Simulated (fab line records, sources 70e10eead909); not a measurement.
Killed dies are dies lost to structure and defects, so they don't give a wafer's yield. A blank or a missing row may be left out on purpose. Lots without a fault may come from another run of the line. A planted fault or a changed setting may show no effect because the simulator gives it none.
Chamber matching | flow nand_harc | NHARC_A_CHANNEL_FILL_D1_ALD_25 on ald_hk-03: 4 sister chambers
The step deposits SiOx, target thk 60 nm, pulse time 10 s, ald cycles 600. 18 wafers are shown with their chamber, then 9 later ones without.

WAFERS WITH THEIR CHAMBER
wafer  | chamber | heater_power_w (W) | precursor_pulse_height_rel
L075.3 | 0       | 456                | 1.024
L075.4 | 3       | 401                | 0.985
L075.5 | 0       | 458                | 0.991
L079.2 | 3       | 412                | 1.009
L079.3 | 0       | 463                | 0.970
L079.6 | 3       | 409                | 1.011
L080.1 | 1       | 496                | 1.026
L080.5 | 0       | 455                | 1.001
L080.6 | 3       | 416                | 0.957
L082.4 | 3       | 422                | 1.010
L082.2 | 2       | 517                | 0.989
L082.6 | 0       | 464                | 1.009
L085.1 | 2       | 528                | 0.979
L085.5 | 2       | 525                | 1.001
L085.6 | 3       | 422                | 0.989
L089.2 | 1       | 493                | 0.957
L089.3 | 0       | 460                | 1.022
L089.5 | 2       | 536                | 0.999

SIGNATURES (means of the wafers above)
reading                    | chamber 0 | chamber 1 | chamber 2 | chamber 3 | scatter within a chamber
heater_power_w             | 459.33    | 494.50    | 526.50    | 413.67    | 6.47
precursor_pulse_height_rel | 1.00283   | 0.99150   | 0.99200   | 0.99350   | 0.0224
Rule: a wafer's distance from a chamber is the root of the sum, over the readings, of the square of ((its reading less the chamber's mean) divided by the reading's scatter). The wafer belongs to the nearest chamber; if the next one is less than 2 further off, it can't be placed. The scatter: the root of (the sum of the squares of (reading less its chamber's mean) over the shown wafers, divided by (wafers less chambers)).

WAFERS WITHOUT THEIR CHAMBER
wafer  | heater_power_w (W) | precursor_pulse_height_rel
L093.2 | 537                | 0.982
L093.3 | 462                | 1.019
L093.6 | 531                | 1.032
L096.1 | 536                | 0.985
L096.2 | 422                | 0.987
L096.3 | 492                | 0.981
L097.2 | 518                | 1.022
L097.3 | 478                | 1.003
L097.5 | 497                | 0.986

WHICH CHAMBER EACH WENT THROUGH
wafer  | from the rows above     | in truth
L093.2 | 2                       | 2
L093.3 | 0                       | 0
L093.6 | 2                       | 2
L096.1 | 2                       | 2
L096.2 | 3                       | 3
L096.3 | 1                       | 1
L097.2 | 2                       | 2
L097.3 | can't be placed: 1 or 0 | 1
L097.5 | 1                       | 1
Placed correctly: 8 of 9. Can't be placed from these rows: 1 (the true chamber is among the candidates in 1). Placed wrongly: 0.
